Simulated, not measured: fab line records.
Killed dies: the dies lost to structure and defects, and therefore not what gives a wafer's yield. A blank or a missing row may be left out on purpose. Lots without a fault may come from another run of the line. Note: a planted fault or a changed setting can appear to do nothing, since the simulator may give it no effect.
Chamber matching + flow nandHarc + NHARC_P_M2_DEP_33 on pecvd-03: 3 sister chambers
The step deposits SiCN, target thk 30 nm. 3 wafers are shown with their chamber, then 7 later ones without.

WAFERS, EACH WITH ITS CHAMBER
| wafer  | chamber | heaterPowerW (W) |
|--------|---------|------------------|
| L878.3 | 1       | 664              |
| L879.1 | 2       | 662              |
| L879.2 | 0       | 545              |

WAFERS MISSING THEIR CHAMBER
| wafer  | heaterPowerW (W) |
|--------|------------------|
| L879.6 | 652              |
| L882.3 | 673              |
| L882.4 | 599              |
| L882.5 | 684              |
| L883.1 | 527              |
| L883.2 | 580              |
| L883.6 | 530              |

WHICH CHAMBER EACH ONE RAN IN
| wafer  | from the rows above          | in truth |
|--------|------------------------------|----------|
| L879.6 | can't be placed: 2 or 1      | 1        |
| L882.3 | can't be placed: 1 or 2      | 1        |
| L882.4 | can't be placed: 0 or 2 or 1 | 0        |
| L882.5 | can't be placed: 1 or 2      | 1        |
| L883.1 | 0                            | 0        |
| L883.2 | can't be placed: 0 or 2 or 1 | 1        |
| L883.6 | 0                            | 0        |
Correct placement for 2 of the 7. Cannot be placed on the basis of these rows: 5; the candidates contain the true chamber in 5. Placed wrongly: 0.
How it was worked out, from the rows above alone: a wafer's distance from a chamber is the root of the sum, over the readings, of the square of ((its reading less the chamber's mean) divided by the reading's scatter). If the next closest chamber is less than 2 further off than the closest, the wafer can't be placed; otherwise it belongs to the closest. The mean given for a chamber averages the wafers shown for that chamber. The scatter: with one shown wafer a chamber, the root of the mean of the squares of how far each hidden wafer lies from its nearest shown one.
